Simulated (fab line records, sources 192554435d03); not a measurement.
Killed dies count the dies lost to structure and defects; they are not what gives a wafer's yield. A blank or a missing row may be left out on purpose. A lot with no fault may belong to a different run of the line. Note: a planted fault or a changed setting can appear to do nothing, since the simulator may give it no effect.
fab line records || flow n5Finfet
[record] {"lots": 7, "wafers": 19, "lastDay": 18}
route steps=1938 shown BEOL_M14@1758
lots that met no fault: from a run of the same line without faults
startH: hours from the record's first day to the start of the lot's first wafer shown || waitH: time in hours since the lot's previous step || " unchanged from the row above || L1.1+2: a single row standing in for several wafers || - no value, or no start given || * or withheld: withheld || < > ~ a bound
route shown NAME@n: NAME is a module with steps in the file, n the number in the route of the first one || usual: mean/standard deviation of fault-free wafers || same: alike in all rows || chamber/n: place in a boat || sites: readings site by site || _std_site: their standard deviation || _edge_site: the outer-site mean with the inner-site mean subtracted || radiusMm: how far each site lies from the wafer's centre || mask NAME#n: copy n || behind: tool/chamber where the wafer was last shaped || hold: what put the lot on hold/how long, in hours/how the hold closed || device: the n, p or np transistor that did not switch || end of line: the route-end tests of the same wafers || where a step has no rows: the recipe by itself || killed: count of dies lost to structure and defects at first sort (not the wafer's yield) || map: dies across one wafer; x = killed, . = not, _ = none there
set.NAME: the setting as run; set.NAME@STEP: as run at that earlier step || model.NAME: the simulator's own value behind a step, which no gauge read
lots at some steps of the route; a table a step, a row a wafer
services: from which hour (startH, from the record's first day; less than 0 if before it) a tool's chamber was out of use, for how many hours, and why
[[steps]]
[step N5_BEOL_M14_PRECLEAN_39]
[recipe] {"chemistry": "residueRemover", "timeS": 60, "tempC": 40}
[step N5_BEOL_M14_SRD_40]
[recipe] {"timeS": 30, "tempC": 23, "rinseLiquid": "diw", "dry": "n2Spin", "spinRpm": 1500, "dryTimeS": 30}
[step N5_BEOL_M14_DEGAS_41]
[recipe] {"ambient": "vacuum", "tempC": 300, "timeS": 60}
[usual] {"heaterPowerW": "466/43"}
{"lot.wafer": "L525.1", "tool": "pvdSputter-03", "chamber": "-", "startH": 275.87, "waitH": 0.1, "heaterPowerW": 506}
{"lot.wafer": "L525.4", "tool": "pvdSputter-03", "chamber": "-", "startH": 275.87, "waitH": 0.1, "heaterPowerW": 550}
{"lot.wafer": "L525.5", "tool": "pvdSputter-03", "chamber": "-", "startH": 275.87, "waitH": 0.1, "heaterPowerW": 388}
{"lot.wafer": "L530.2", "tool": "pvdSputter-02", "chamber": "-", "startH": 306.70, "waitH": 0.1, "heaterPowerW": 508}
{"lot.wafer": "L530.4", "tool": "pvdSputter-02", "chamber": "-", "startH": 306.70, "waitH": 0.1, "heaterPowerW": 466}
{"lot.wafer": "L530.6", "tool": "pvdSputter-02", "chamber": "-", "startH": 306.70, "waitH": 0.1, "heaterPowerW": 471}
{"lot.wafer": "L534.1", "tool": "pvdSputter-03", "chamber": "-", "startH": 338.05, "waitH": 1.5, "heaterPowerW": 414}
{"lot.wafer": "L534.2", "tool": "pvdSputter-03", "chamber": "-", "startH": 338.05, "waitH": 1.5, "heaterPowerW": 518}
{"lot.wafer": "L536.1", "tool": "pvdSputter-02", "chamber": "-", "startH": 360.82, "waitH": 0.2, "heaterPowerW": 468}
{"lot.wafer": "L536.3", "tool": "pvdSputter-02", "chamber": "-", "startH": 360.82, "waitH": 0.2, "heaterPowerW": 502}
{"lot.wafer": "L538.2", "tool": "pvdSputter-02", "chamber": "-", "startH": 367.62, "waitH": 0.5, "heaterPowerW": 442}
{"lot.wafer": "L538.3", "tool": "pvdSputter-02", "chamber": "-", "startH": 367.62, "waitH": 0.5, "heaterPowerW": 482}
{"lot.wafer": "L538.6", "tool": "pvdSputter-02", "chamber": "-", "startH": 367.62, "waitH": 0.5, "heaterPowerW": 515}
{"lot.wafer": "L539.1", "tool": "pvdSputter-01", "chamber": "-", "startH": 384.13, "waitH": 0.5, "heaterPowerW": 384}
{"lot.wafer": "L539.3", "tool": "pvdSputter-01", "chamber": "-", "startH": 384.13, "waitH": 0.5, "heaterPowerW": 484}
{"lot.wafer": "L539.5", "tool": "pvdSputter-01", "chamber": "-", "startH": 384.13, "waitH": 0.5, "heaterPowerW": 481}
{"lot.wafer": "L540.2", "tool": "pvdSputter-02", "chamber": "-", "startH": 401.68, "waitH": 0.1, "heaterPowerW": 486}
{"lot.wafer": "L540.3", "tool": "pvdSputter-02", "chamber": "-", "startH": 401.68, "waitH": 0.1, "heaterPowerW": 473}
{"lot.wafer": "L540.4", "tool": "pvdSputter-02", "chamber": "-", "startH": 401.68, "waitH": 0.1, "heaterPowerW": 494}
[step N5_BEOL_M14_PRE_CLEAN_42]
[recipe] {"gas": "H2/He", "timeS": 30, "tempC": 300}
[usual] {"heaterPowerW": "465/43"}
{"lot.wafer": "L525.1", "tool": "pvdSputter-03", "chamber": "-", "startH": 275.91, "waitH": 0.0, "heaterPowerW": 503}
{"lot.wafer": "L525.4", "tool": "pvdSputter-03", "chamber": "-", "startH": 275.91, "waitH": 0.0, "heaterPowerW": 543}
{"lot.wafer": "L525.5", "tool": "pvdSputter-03", "chamber": "-", "startH": 275.91, "waitH": 0.0, "heaterPowerW": 380}
{"lot.wafer": "L530.2", "tool": "pvdSputter-02", "chamber": "-", "startH": 306.74, "waitH": 0.0, "heaterPowerW": 505}
{"lot.wafer": "L530.4", "tool": "pvdSputter-02", "chamber": "-", "startH": 306.74, "waitH": 0.0, "heaterPowerW": 447}
{"lot.wafer": "L530.6", "tool": "pvdSputter-02", "chamber": "-", "startH": 306.74, "waitH": 0.0, "heaterPowerW": 466}
{"lot.wafer": "L534.1", "tool": "pvdSputter-03", "chamber": "-", "startH": 338.09, "waitH": 0.0, "heaterPowerW": 428}
{"lot.wafer": "L534.2", "tool": "pvdSputter-03", "chamber": "-", "startH": 338.09, "waitH": 0.0, "heaterPowerW": 499}
{"lot.wafer": "L536.1", "tool": "pvdSputter-02", "chamber": "-", "startH": 360.86, "waitH": 0.0, "heaterPowerW": 473}
{"lot.wafer": "L536.3", "tool": "pvdSputter-02", "chamber": "-", "startH": 360.86, "waitH": 0.0, "heaterPowerW": 510}
{"lot.wafer": "L538.2", "tool": "pvdSputter-02", "chamber": "-", "startH": 367.66, "waitH": 0.0, "heaterPowerW": 455}
{"lot.wafer": "L538.3", "tool": "pvdSputter-02", "chamber": "-", "startH": 367.66, "waitH": 0.0, "heaterPowerW": 476}
{"lot.wafer": "L538.6", "tool": "pvdSputter-02", "chamber": "-", "startH": 367.66, "waitH": 0.0, "heaterPowerW": 504}
{"lot.wafer": "L539.1", "tool": "pvdSputter-01", "chamber": "-", "startH": 384.17, "waitH": 0.0, "heaterPowerW": 395}
{"lot.wafer": "L539.3", "tool": "pvdSputter-01", "chamber": "-", "startH": 384.17, "waitH": 0.0, "heaterPowerW": 475}
{"lot.wafer": "L539.5", "tool": "pvdSputter-01", "chamber": "-", "startH": 384.17, "waitH": 0.0, "heaterPowerW": 470}
{"lot.wafer": "L540.2", "tool": "pvdSputter-02", "chamber": "-", "startH": 401.72, "waitH": 0.0, "heaterPowerW": 471}
{"lot.wafer": "L540.3", "tool": "pvdSputter-02", "chamber": "-", "startH": 401.72, "waitH": 0.0, "heaterPowerW": 466}
{"lot.wafer": "L540.4", "tool": "pvdSputter-02", "chamber": "-", "startH": 401.72, "waitH": 0.0, "heaterPowerW": 501}
[step N5_BEOL_M14_SPUTTER_43]
[recipe] {"material": "TaN", "targetThkA": 150, "tempC": 50, "biasV": 168.6, "powerW": 15000, "chamberPressurePa": 0.12, "timeS": 24.19}
[step N5_BEOL_M14_SPUTTER_44]
[recipe] {"material": "Ta", "targetThkA": 150, "tempC": 50, "biasV": 80, "powerW": 15000, "chamberPressurePa": 0.07, "timeS": 24.19}
[usual] {"throttleValvePct": "30.9/0.74"}
{"lot.wafer": "L525.1", "tool": "pvdSputter-03", "chamber": "-", "startH": 276.03, "waitH": 0.0, "throttleValvePct": 31.3}
{"lot.wafer": "L525.4", "tool": "pvdSputter-03", "chamber": "-", "startH": 276.03, "waitH": 0.0, "throttleValvePct": 30.4}
{"lot.wafer": "L525.5", "tool": "pvdSputter-03", "chamber": "-", "startH": 276.03, "waitH": 0.0, "throttleValvePct": 29.9}
{"lot.wafer": "L530.2", "tool": "pvdSputter-02", "chamber": "-", "startH": 306.86, "waitH": 0.0, "throttleValvePct": 32.2}
{"lot.wafer": "L530.4", "tool": "pvdSputter-02", "chamber": "-", "startH": 306.86, "waitH": 0.0, "throttleValvePct": 30.1}
{"lot.wafer": "L530.6", "tool": "pvdSputter-02", "chamber": "-", "startH": 306.86, "waitH": 0.0, "throttleValvePct": 31.2}
{"lot.wafer": "L534.1", "tool": "pvdSputter-03", "chamber": "-", "startH": 338.21, "waitH": 0.0, "throttleValvePct": 29.5}
{"lot.wafer": "L534.2", "tool": "pvdSputter-03", "chamber": "-", "startH": 338.21, "waitH": 0.0, "throttleValvePct": 30.9}
{"lot.wafer": "L536.1", "tool": "pvdSputter-02", "chamber": "-", "startH": 360.98, "waitH": 0.0, "throttleValvePct": 31.1}
{"lot.wafer": "L536.3", "tool": "pvdSputter-02", "chamber": "-", "startH": 360.98, "waitH": 0.0, "throttleValvePct": 31.9}
{"lot.wafer": "L538.2", "tool": "pvdSputter-02", "chamber": "-", "startH": 367.78, "waitH": 0.0, "throttleValvePct": 30.0}
{"lot.wafer": "L538.3", "tool": "pvdSputter-02", "chamber": "-", "startH": 367.78, "waitH": 0.0, "throttleValvePct": 31.0}
{"lot.wafer": "L538.6", "tool": "pvdSputter-02", "chamber": "-", "startH": 367.78, "waitH": 0.0, "throttleValvePct": 32.2}
{"lot.wafer": "L539.1", "tool": "pvdSputter-01", "chamber": "-", "startH": 384.29, "waitH": 0.0, "throttleValvePct": 30.6}
{"lot.wafer": "L539.3", "tool": "pvdSputter-01", "chamber": "-", "startH": 384.29, "waitH": 0.0, "throttleValvePct": 30.6}
{"lot.wafer": "L539.5", "tool": "pvdSputter-01", "chamber": "-", "startH": 384.29, "waitH": 0.0, "throttleValvePct": 30.1}
{"lot.wafer": "L540.2", "tool": "pvdSputter-02", "chamber": "-", "startH": 401.84, "waitH": 0.0, "throttleValvePct": 31.0}
{"lot.wafer": "L540.3", "tool": "pvdSputter-02", "chamber": "-", "startH": 401.84, "waitH": 0.0, "throttleValvePct": 31.3}
{"lot.wafer": "L540.4", "tool": "pvdSputter-02", "chamber": "-", "startH": 401.84, "waitH": 0.0, "throttleValvePct": 32.0}
[step N5_BEOL_M14_SPUTTER_45]
[recipe] {"material": "Cu", "targetThkA": 1000, "tempC": -20, "biasV": 60, "powerW": 26000, "chamberPressurePa": 0.13, "timeS": 16.67}
[usual] {"throttleValvePct": "30.9/0.74"}
{"lot.wafer": "L525.1", "tool": "pvdSputter-03", "chamber": "-", "startH": 276.11, "waitH": 0.0, "throttleValvePct": 31.1}
{"lot.wafer": "L525.4", "tool": "pvdSputter-03", "chamber": "-", "startH": 276.11, "waitH": 0.0, "throttleValvePct": 30.7}
{"lot.wafer": "L525.5", "tool": "pvdSputter-03", "chamber": "-", "startH": 276.11, "waitH": 0.0, "throttleValvePct": 30.1}
{"lot.wafer": "L530.2", "tool": "pvdSputter-02", "chamber": "-", "startH": 306.94, "waitH": 0.0, "throttleValvePct": 31.8}
{"lot.wafer": "L530.4", "tool": "pvdSputter-02", "chamber": "-", "startH": 306.94, "waitH": 0.0, "throttleValvePct": 30.1}
{"lot.wafer": "L530.6", "tool": "pvdSputter-02", "chamber": "-", "startH": 306.94, "waitH": 0.0, "throttleValvePct": 31.6}
{"lot.wafer": "L534.1", "tool": "pvdSputter-03", "chamber": "-", "startH": 338.29, "waitH": 0.0, "throttleValvePct": 29.7}
{"lot.wafer": "L534.2", "tool": "pvdSputter-03", "chamber": "-", "startH": 338.29, "waitH": 0.0, "throttleValvePct": 31.2}
{"lot.wafer": "L536.1", "tool": "pvdSputter-02", "chamber": "-", "startH": 361.06, "waitH": 0.0, "throttleValvePct": 31.2}
{"lot.wafer": "L536.3", "tool": "pvdSputter-02", "chamber": "-", "startH": 361.06, "waitH": 0.0, "throttleValvePct": 32.0}
{"lot.wafer": "L538.2", "tool": "pvdSputter-02", "chamber": "-", "startH": 367.86, "waitH": 0.0, "throttleValvePct": 30.1}
{"lot.wafer": "L538.3", "tool": "pvdSputter-02", "chamber": "-", "startH": 367.86, "waitH": 0.0, "throttleValvePct": 30.9}
{"lot.wafer": "L538.6", "tool": "pvdSputter-02", "chamber": "-", "startH": 367.86, "waitH": 0.0, "throttleValvePct": 32.3}
{"lot.wafer": "L539.1", "tool": "pvdSputter-01", "chamber": "-", "startH": 384.37, "waitH": 0.0, "throttleValvePct": 30.8}
{"lot.wafer": "L539.3", "tool": "pvdSputter-01", "chamber": "-", "startH": 384.37, "waitH": 0.0, "throttleValvePct": 30.6}
{"lot.wafer": "L539.5", "tool": "pvdSputter-01", "chamber": "-", "startH": 384.37, "waitH": 0.0, "throttleValvePct": 30.2}
{"lot.wafer": "L540.2", "tool": "pvdSputter-02", "chamber": "-", "startH": 401.92, "waitH": 0.0, "throttleValvePct": 31.3}
{"lot.wafer": "L540.3", "tool": "pvdSputter-02", "chamber": "-", "startH": 401.92, "waitH": 0.0, "throttleValvePct": 31.1}
{"lot.wafer": "L540.4", "tool": "pvdSputter-02", "chamber": "-", "startH": 401.92, "waitH": 0.0, "throttleValvePct": 32.0}
[step N5_BEOL_M14_ECD_47]
[recipe] {"material": "Cu", "targetThkA": 12480}
[step N5_BEOL_M14_ANNEAL_48]
[recipe] {"tempC": 225, "timeS": 90, "ambient": "N2"}
[usual] {"wafer_temp_C_max": "225.77/0.23"}
{"lot.wafer": "L525.1", "tool": "rtpAnneal-02", "chamber": 0, "startH": 276.63, "waitH": 0.3, "wafer_temp_C_max": 225.59}
{"lot.wafer": "L525.4", "tool": "rtpAnneal-02", "chamber": 0, "startH": 276.63, "waitH": 0.3, "wafer_temp_C_max": 225.79}
{"lot.wafer": "L525.5", "tool": "rtpAnneal-02", "chamber": 0, "startH": 276.63, "waitH": 0.3, "wafer_temp_C_max": 225.76}
{"lot.wafer": "L530.2", "tool": "rtpAnneal-02", "chamber": 0, "startH": 307.54, "waitH": 0.4, "wafer_temp_C_max": 225.76}
{"lot.wafer": "L530.4", "tool": "rtpAnneal-02", "chamber": 0, "startH": 307.54, "waitH": 0.4, "wafer_temp_C_max": 225.63}
{"lot.wafer": "L530.6", "tool": "rtpAnneal-02", "chamber": 0, "startH": 307.54, "waitH": 0.4, "wafer_temp_C_max": 225.63}
{"lot.wafer": "L534.1", "tool": "rtpAnneal-01", "chamber": 0, "startH": 338.66, "waitH": 0.2, "wafer_temp_C_max": 225.88}
{"lot.wafer": "L534.2", "tool": "rtpAnneal-01", "chamber": 0, "startH": 338.66, "waitH": 0.2, "wafer_temp_C_max": 225.97}
{"lot.wafer": "L536.1", "tool": "rtpAnneal-02", "chamber": 0, "startH": 361.88, "waitH": 0.7, "wafer_temp_C_max": 225.20}
{"lot.wafer": "L536.3", "tool": "rtpAnneal-02", "chamber": 0, "startH": 361.88, "waitH": 0.7, "wafer_temp_C_max": 225.76}
{"lot.wafer": "L538.2", "tool": "rtpAnneal-02", "chamber": 0, "startH": 368.31, "waitH": 0.3, "wafer_temp_C_max": 225.42}
{"lot.wafer": "L538.3", "tool": "rtpAnneal-02", "chamber": 0, "startH": 368.31, "waitH": 0.3, "wafer_temp_C_max": 225.31}
{"lot.wafer": "L538.6", "tool": "rtpAnneal-02", "chamber": 0, "startH": 368.31, "waitH": 0.3, "wafer_temp_C_max": 225.41}
{"lot.wafer": "L539.1", "tool": "rtpAnneal-01", "chamber": 0, "startH": 385.74, "waitH": 1.2, "wafer_temp_C_max": 226.05}
{"lot.wafer": "L539.3", "tool": "rtpAnneal-01", "chamber": 0, "startH": 385.74, "waitH": 1.2, "wafer_temp_C_max": 226.15}
{"lot.wafer": "L539.5", "tool": "rtpAnneal-01", "chamber": 0, "startH": 385.74, "waitH": 1.2, "wafer_temp_C_max": 225.98}
{"lot.wafer": "L540.2", "tool": "rtpAnneal-01", "chamber": 0, "startH": 402.28, "waitH": 0.2, "wafer_temp_C_max": 226.09}
{"lot.wafer": "L540.3", "tool": "rtpAnneal-01", "chamber": 0, "startH": 402.28, "waitH": 0.2, "wafer_temp_C_max": 226.23}
{"lot.wafer": "L540.4", "tool": "rtpAnneal-01", "chamber": 0, "startH": 402.28, "waitH": 0.2, "wafer_temp_C_max": 225.95}
[step N5_BEOL_M14_CMP_49]
[recipe] {"stopOn": "SiO2", "tOverpolishS": 5.2, "downForcePsi": 2, "platenRpm": 80, "clearingPlatenDownForcePsi": 2, "clearingPlatenRpm": 80, "postCmpClean": "cuAlkaline", "targetThkNm": 560, "clearingPlatenPadVelocityMS": 1.5917, "padVelocityMS": 1.5917}
[step N5_BEOL_M14_THK_MEAS_50]
[recipe] {"thkMeasGauge": "xrf", "reads": "Cu_of_BEOL_M14_ECD_47"}
[usual] {"M14_THK": "550/8.3"}
{"lot.wafer": "L525.1", "tool": "filmMetro-01", "chamber": "-", "startH": 277.22, "waitH": "-", "M14_THK[nm]": 552}
{"lot.wafer": "L525.4", "tool": "filmMetro-01", "chamber": "-", "startH": 277.22, "waitH": "-", "M14_THK[nm]": 556}
{"lot.wafer": "L525.5", "tool": "filmMetro-01", "chamber": "-", "startH": 277.22, "waitH": "-", "M14_THK[nm]": 547}
{"lot.wafer": "L530.2", "tool": "filmMetro-01", "chamber": "-", "startH": 308.09, "waitH": "-", "M14_THK[nm]": 563}
{"lot.wafer": "L530.4", "tool": "filmMetro-01", "chamber": "-", "startH": 308.09, "waitH": "-", "M14_THK[nm]": 551}
{"lot.wafer": "L530.6", "tool": "filmMetro-01", "chamber": "-", "startH": 308.09, "waitH": "-", "M14_THK[nm]": 548}
{"lot.wafer": "L534.1", "tool": "filmMetro-01", "chamber": "-", "startH": 339.25, "waitH": "-", "M14_THK[nm]": 553}
{"lot.wafer": "L534.2", "tool": "filmMetro-01", "chamber": "-", "startH": 339.25, "waitH": "-", "M14_THK[nm]": 532}
{"lot.wafer": "L536.1", "tool": "filmMetro-01", "chamber": "-", "startH": 362.48, "waitH": "-", "M14_THK[nm]": 551}
{"lot.wafer": "L536.3", "tool": "filmMetro-01", "chamber": "-", "startH": 362.48, "waitH": "-", "M14_THK[nm]": 554}
{"lot.wafer": "L538.2", "tool": "filmMetro-02", "chamber": "-", "startH": 368.86, "waitH": "-", "M14_THK[nm]": 545}
{"lot.wafer": "L538.3", "tool": "filmMetro-02", "chamber": "-", "startH": 368.86, "waitH": "-", "M14_THK[nm]": 536}
{"lot.wafer": "L538.6", "tool": "filmMetro-02", "chamber": "-", "startH": 368.86, "waitH": "-", "M14_THK[nm]": 543}
{"lot.wafer": "L539.1", "tool": "filmMetro-01", "chamber": "-", "startH": 386.40, "waitH": "-", "M14_THK[nm]": 545}
{"lot.wafer": "L539.3", "tool": "filmMetro-01", "chamber": "-", "startH": 386.40, "waitH": "-", "M14_THK[nm]": 565}
{"lot.wafer": "L539.5", "tool": "filmMetro-01", "chamber": "-", "startH": 386.40, "waitH": "-", "M14_THK[nm]": 554}
{"lot.wafer": "L540.2", "tool": "filmMetro-02", "chamber": "-", "startH": 402.82, "waitH": "-", "M14_THK[nm]": 564}
{"lot.wafer": "L540.3", "tool": "filmMetro-02", "chamber": "-", "startH": 402.82, "waitH": "-", "M14_THK[nm]": 552}
{"lot.wafer": "L540.4", "tool": "filmMetro-02", "chamber": "-", "startH": 402.82, "waitH": "-", "M14_THK[nm]": 541}
[step N5_BEOL_M14_PRE_CLEAN_52]
[recipe] {"gas": "NH3", "timeS": 15, "tempC": "withheld", "rfPowerW": 300}
[step N5_BEOL_M14_DEP_53]
[recipe] {"material": "SiCN", "targetThkA": 500, "tempC": "withheld", "precursor": "3MS/NH3", "pressureTorr": 3, "rfW": 675, "timeS": 17.8}
[usual] {"showerheadPlenumPTorr": "4.163/0.018", "throttleValvePct": "18.5/0.75"}
{"lot.wafer": "L525.1", "tool": "pecvd-03", "chamber": 2, "startH": 277.28, "waitH": 0.0, "showerheadPlenumPTorr": 4.176, "throttleValvePct": 18.2, "model.SiCN_of_BEOL_M14_DEP_53.thkNm": 49.4}
{"lot.wafer": "L525.4", "tool": "pecvd-03", "chamber": 1, "startH": 277.28, "waitH": 0.0, "showerheadPlenumPTorr": 4.172, "throttleValvePct": 17.8, "model.SiCN_of_BEOL_M14_DEP_53.thkNm": 50.6}
{"lot.wafer": "L525.5", "tool": "pecvd-03", "chamber": 0, "startH": 277.28, "waitH": 0.0, "showerheadPlenumPTorr": 4.179, "throttleValvePct": 20.1, "model.SiCN_of_BEOL_M14_DEP_53.thkNm": 49.8}
{"lot.wafer": "L530.2", "tool": "pecvd-04", "chamber": 2, "startH": 308.15, "waitH": 0.0, "showerheadPlenumPTorr": 4.143, "throttleValvePct": 18.6, "model.SiCN_of_BEOL_M14_DEP_53.thkNm": 49.2}
{"lot.wafer": "L530.4", "tool": "pecvd-04", "chamber": 2, "startH": 308.15, "waitH": 0.0, "showerheadPlenumPTorr": 4.132, "throttleValvePct": 18.4, "model.SiCN_of_BEOL_M14_DEP_53.thkNm": 50.2}
{"lot.wafer": "L530.6", "tool": "pecvd-04", "chamber": 1, "startH": 308.15, "waitH": 0.0, "showerheadPlenumPTorr": 4.158, "throttleValvePct": 18.2, "model.SiCN_of_BEOL_M14_DEP_53.thkNm": 50.4}
{"lot.wafer": "L534.1", "tool": "pecvd-04", "chamber": 2, "startH": 339.31, "waitH": 0.0, "showerheadPlenumPTorr": 4.133, "throttleValvePct": 18.5, "model.SiCN_of_BEOL_M14_DEP_53.thkNm": 39.2}
{"lot.wafer": "L534.2", "tool": "pecvd-04", "chamber": 1, "startH": 339.31, "waitH": 0.0, "showerheadPlenumPTorr": 4.156, "throttleValvePct": 18.2, "model.SiCN_of_BEOL_M14_DEP_53.thkNm": 49.6}
{"lot.wafer": "L536.1", "tool": "pecvd-04", "chamber": 1, "startH": 362.54, "waitH": 0.0, "showerheadPlenumPTorr": 4.163, "throttleValvePct": 18.3, "model.SiCN_of_BEOL_M14_DEP_53.thkNm": 39.8}
{"lot.wafer": "L536.3", "tool": "pecvd-04", "chamber": 0, "startH": 362.54, "waitH": 0.0, "showerheadPlenumPTorr": 4.137, "throttleValvePct": 18.9, "model.SiCN_of_BEOL_M14_DEP_53.thkNm": 39.6}
{"lot.wafer": "L538.2", "tool": "pecvd-04", "chamber": 2, "startH": 368.92, "waitH": 0.0, "showerheadPlenumPTorr": 4.130, "throttleValvePct": 18.8, "model.SiCN_of_BEOL_M14_DEP_53.thkNm": 49.6}
{"lot.wafer": "L538.3", "tool": "pecvd-04", "chamber": 0, "startH": 368.92, "waitH": 0.0, "showerheadPlenumPTorr": 4.148, "throttleValvePct": 18.8, "model.SiCN_of_BEOL_M14_DEP_53.thkNm": 39.4}
{"lot.wafer": "L538.6", "tool": "pecvd-04", "chamber": 0, "startH": 368.92, "waitH": 0.0, "showerheadPlenumPTorr": 4.157, "throttleValvePct": 18.6, "model.SiCN_of_BEOL_M14_DEP_53.thkNm": 50.2}
{"lot.wafer": "L539.1", "tool": "pecvd-01", "chamber": 0, "startH": 386.47, "waitH": 0.0, "showerheadPlenumPTorr": 4.139, "throttleValvePct": 17.8, "model.SiCN_of_BEOL_M14_DEP_53.thkNm": 50}
{"lot.wafer": "L539.3", "tool": "pecvd-01", "chamber": 1, "startH": 386.47, "waitH": 0.0, "showerheadPlenumPTorr": 4.172, "throttleValvePct": 18.5, "model.SiCN_of_BEOL_M14_DEP_53.thkNm": 49.8}
{"lot.wafer": "L539.5", "tool": "pecvd-01", "chamber": 0, "startH": 386.47, "waitH": 0.0, "showerheadPlenumPTorr": 4.137, "throttleValvePct": 17.9, "model.SiCN_of_BEOL_M14_DEP_53.thkNm": 50.8}
{"lot.wafer": "L540.2", "tool": "pecvd-03", "chamber": 2, "startH": 402.90, "waitH": 0.0, "showerheadPlenumPTorr": 4.182, "throttleValvePct": 18.3, "model.SiCN_of_BEOL_M14_DEP_53.thkNm": 49}
{"lot.wafer": "L540.3", "tool": "pecvd-03", "chamber": 0, "startH": 402.90, "waitH": 0.0, "showerheadPlenumPTorr": 4.168, "throttleValvePct": 20.1, "model.SiCN_of_BEOL_M14_DEP_53.thkNm": 50}
{"lot.wafer": "L540.4", "tool": "pecvd-03", "chamber": 2, "startH": 402.90, "waitH": 0.0, "showerheadPlenumPTorr": 4.184, "throttleValvePct": 18.5, "model.SiCN_of_BEOL_M14_DEP_53.thkNm": 50.4}
[step N5_BEOL_M14_RS_MEAS_54]
[recipe] {"thkMeasGauge": "four-point-probe", "reads": "Cu_of_BEOL_M14_ECD_47+Ta_of_BEOL_M14_SPUTTER_44+TaN_of_BEOL_M14_SPUTTER_43"}
[usual] {"M14_RS": "0.0331/0.00048"}
{"lot.wafer": "L525.1", "tool": "filmMetro-02", "chamber": "-", "startH": 277.35, "waitH": 0.0, "M14_RS[ohm/sq]": 0.0334}
{"lot.wafer": "L525.4", "tool": "filmMetro-02", "chamber": "-", "startH": 277.35, "waitH": 0.0, "M14_RS[ohm/sq]": 0.0328}
{"lot.wafer": "L525.5", "tool": "filmMetro-02", "chamber": "-", "startH": 277.35, "waitH": 0.0, "M14_RS[ohm/sq]": 0.0333}
{"lot.wafer": "L530.2", "tool": "filmMetro-01", "chamber": "-", "startH": 308.22, "waitH": 0.1, "M14_RS[ohm/sq]": 0.0328}
{"lot.wafer": "L530.4", "tool": "filmMetro-01", "chamber": "-", "startH": 308.22, "waitH": 0.1, "M14_RS[ohm/sq]": 0.0336}
{"lot.wafer": "L530.6", "tool": "filmMetro-01", "chamber": "-", "startH": 308.22, "waitH": 0.1, "M14_RS[ohm/sq]": 0.0337}
{"lot.wafer": "L534.1", "tool": "filmMetro-01", "chamber": "-", "startH": 339.38, "waitH": 0.0, "M14_RS[ohm/sq]": 0.0327}
{"lot.wafer": "L534.2", "tool": "filmMetro-01", "chamber": "-", "startH": 339.38, "waitH": 0.0, "M14_RS[ohm/sq]": 0.0339}
{"lot.wafer": "L536.1", "tool": "filmMetro-01", "chamber": "-", "startH": 362.60, "waitH": 0.0, "M14_RS[ohm/sq]": 0.0327}
{"lot.wafer": "L536.3", "tool": "filmMetro-01", "chamber": "-", "startH": 362.60, "waitH": 0.0, "M14_RS[ohm/sq]": 0.0329}
{"lot.wafer": "L538.2", "tool": "filmMetro-01", "chamber": "-", "startH": 368.99, "waitH": 0.1, "M14_RS[ohm/sq]": 0.0334}
{"lot.wafer": "L538.3", "tool": "filmMetro-01", "chamber": "-", "startH": 368.99, "waitH": 0.1, "M14_RS[ohm/sq]": 0.0339}
{"lot.wafer": "L538.6", "tool": "filmMetro-01", "chamber": "-", "startH": 368.99, "waitH": 0.1, "M14_RS[ohm/sq]": 0.0335}
{"lot.wafer": "L539.1", "tool": "filmMetro-01", "chamber": "-", "startH": 386.53, "waitH": 0.0, "M14_RS[ohm/sq]": 0.0330}
{"lot.wafer": "L539.3", "tool": "filmMetro-01", "chamber": "-", "startH": 386.53, "waitH": 0.0, "M14_RS[ohm/sq]": 0.0320}
{"lot.wafer": "L539.5", "tool": "filmMetro-01", "chamber": "-", "startH": 386.53, "waitH": 0.0, "M14_RS[ohm/sq]": 0.0327}
{"lot.wafer": "L540.2", "tool": "filmMetro-01", "chamber": "-", "startH": 402.98, "waitH": 0.1, "M14_RS[ohm/sq]": 0.0324}
{"lot.wafer": "L540.3", "tool": "filmMetro-01", "chamber": "-", "startH": 402.98, "waitH": 0.1, "M14_RS[ohm/sq]": 0.0331}
{"lot.wafer": "L540.4", "tool": "filmMetro-01", "chamber": "-", "startH": 402.98, "waitH": 0.1, "M14_RS[ohm/sq]": 0.0337}
[[services]]
{"tool": "pecvd-03", "chamber": "-", "startH": 254.41, "hours": 2.8, "kind": "pm"}
{"tool": "pecvd-01", "chamber": "-", "startH": 296.54, "hours": 5.5, "kind": "pm"}
{"tool": "pecvd-03", "chamber": 1, "startH": 304.93, "hours": 5.0, "kind": "scheduledDown"}
{"tool": "rtpAnneal-02", "chamber": "-", "startH": 316.06, "hours": 5.5, "kind": "repair"}
{"tool": "pecvd-01", "chamber": 1, "startH": 337.81, "hours": 2.1, "kind": "scheduledDown"}
{"tool": "pecvd-01", "chamber": 0, "startH": 346.79, "hours": 4.9, "kind": "repair"}
{"tool": "pvdSputter-02", "chamber": "-", "startH": 347.06, "hours": 1.0, "kind": "repair"}
{"tool": "pecvd-01", "chamber": "-", "startH": 376.08, "hours": 1.3, "kind": "repair"}
{"tool": "pecvd-03", "chamber": 1, "startH": 383.62, "hours": "-", "kind": "clean"}
{"tool": "pecvd-03", "chamber": 1, "startH": 383.62, "hours": "-", "kind": "consumableReplace:showerhead"}
{"tool": "pecvd-03", "chamber": 1, "startH": 383.62, "hours": 29.0, "kind": "scheduledDown"}
{"tool": "pecvd-03", "chamber": 1, "startH": 383.62, "hours": 29.0, "kind": "ventCycle"}
[[key]]
firstSign none at tools or gauges
[modelEffect] {"step": "N5_BEOL_M14_DEP_53", "value": "SiCN_of_BEOL_M14_DEP_53.thkNm", "without": 49.75, "struck": 39.5}
metAt N5_BEOL_M14_DEP_53
struckWafers L534.1,L536.1,L536.3,L538.3
onsetBetween 308.15 339.31
[fault] {"kind": "processParameterDrift", "tool": "pecvd-04", "chamber": "-", "onsetH": 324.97, "steps": "N5_BEOL_M14_DEP_53", "channel": "timeS", "offset": "*", "shape": "step", "endH": 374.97, "scope": "struckWafersOnly", "actsIn": "*", "stated": "*"}
